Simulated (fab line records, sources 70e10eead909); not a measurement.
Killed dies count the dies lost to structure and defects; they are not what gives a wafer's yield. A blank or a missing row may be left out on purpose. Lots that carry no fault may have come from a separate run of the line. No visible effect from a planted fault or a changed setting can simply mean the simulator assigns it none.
Comparing a struck lot with a sound one -- flow nand_harc -- 14 out of 1302 route steps
Sound: these wafers, L446.1, L446.2, L446.5. Struck: wafers L463.1, L463.2, L463.4. The cause comes at the end.
Each step with rows lists, per side, the tool, then ch with its chambers, then its first start. Under that, the readings that differ: sound wafers -- struck wafers -- difference of the means -- sigmas: that difference in standard deviations of wafers without a fault.
alike: a reading whose means differ by less than 2 such deviations, as well as words and numbers matching on both sides. not compared: withheld readings; readings where some wafer has no value; bounds like >300 that might hide an equal value; numbers whose values overlap and for which the record gives no deviation.
A row with sigmas, a row that says differs or no value, or rows on one side alone: a step with any of these is where the two part. When numbers do not overlap yet have no deviation, they are printed without sigmas and do not part them. A reading that every wafer of one side lacks parts them only if that side has two wafers or more.

NHARC_A_BLC_PVD_32: deposits Ti, target thk 5 nm, time 17.7 s.
  sound on pvd_sputter-02; struck on pvd_sputter-03
  alike: substrate_temp_c, throttle_valve_pct
NHARC_A_BLC_ALD_23: deposits TiN, target thk 3 nm, pulse time 1 s, ald cycles 150.
  sound on ald_metal-04 ch 1,2, day 23 04:38; struck on ald_metal-03 ch 0,1,3, day 29 21:19
  alike: heater_power_w, precursor_pulse_height_rel
  not compared: since_wet_clean_h
NHARC_A_BLC_CVD_24: deposits W, target thk 150 nm, time 434 s.
  sound on cvd_w-01 ch 0,1; struck on cvd_w-02 ch 0,1
  alike: heater_power_w, mfc_ar_sccm, throttle_valve_pct
  not compared: since_wet_clean_h
NHARC_A_BLC_CMP_25: polishes, t overpolish 30 s, target thk 150 nm.
  sound on cmp-01 ch 1,3, day 23 05:23; struck on cmp-01 ch 0,2,3, day 29 22:03
  alike: motor_current_A, overpolish_run_s, time_to_endpoint_s
next, for these wafers, 1 step has no rows: NHARC_A_BLC_SRD_27.
NHARC_A_BLC_INSPECT_28:
  sound on defect_inspect-01 at day 23 05:46; struck on defect_inspect-01 at day 29 22:27
reading,sound,struck,difference,sigmas
raw_defect_count,479 348 392,704 749 730,+321,+2
then, 5 steps without rows for these wafers: NHARC_A_M0_DEP_00 (deposits SiOC, target thk 150 nm); NHARC_A_M0_DEHYDRATE_01 (time 120 s); NHARC_A_M0_HMDS_02 (time 30 s); NHARC_A_M0_COAT_33 (time 65 s); NHARC_A_M0_COAT_03 (resist thk 90 nm).
NHARC_A_M0_SOFTBAKE_04: time 55 s.
  sound on litho_track-01 ch 0, day 23 06:00; struck on litho_track-01 ch 0, day 29 22:00
reading,sound,struck,difference,sigmas
heater_power_total_W (W),188.32 188.35 188.76,190.70 190.72 190.57,+2.19,+16
  alike: chill_plate_temp_C
next, for these wafers, 1 step has no rows: NHARC_A_M0_EBR_05.
NHARC_END_SORT_01:
  sound on prober-02 ch 0, day 24 22:40; struck on prober-02 ch 0, day 31 17:26
  alike: defect_limited_yield, killed_at_array, killed_at_other, killed_at_periphery, killed_dies, killed_open, killed_short, sort_bin_2_pct, sort_bin_3_pct, sort_bin_4_pct, sort_n_pass, sort_rim_yield_pct, sort_yield_pct

## WHERE THEY PART
At NHARC_A_BLC_INSPECT_28 first; at NHARC_A_M0_SOFTBAKE_04 last (within this record only). Later steps at which nothing parts them and some readings are alike: NHARC_END_SORT_01.

WHY: what had been put in by the simulator
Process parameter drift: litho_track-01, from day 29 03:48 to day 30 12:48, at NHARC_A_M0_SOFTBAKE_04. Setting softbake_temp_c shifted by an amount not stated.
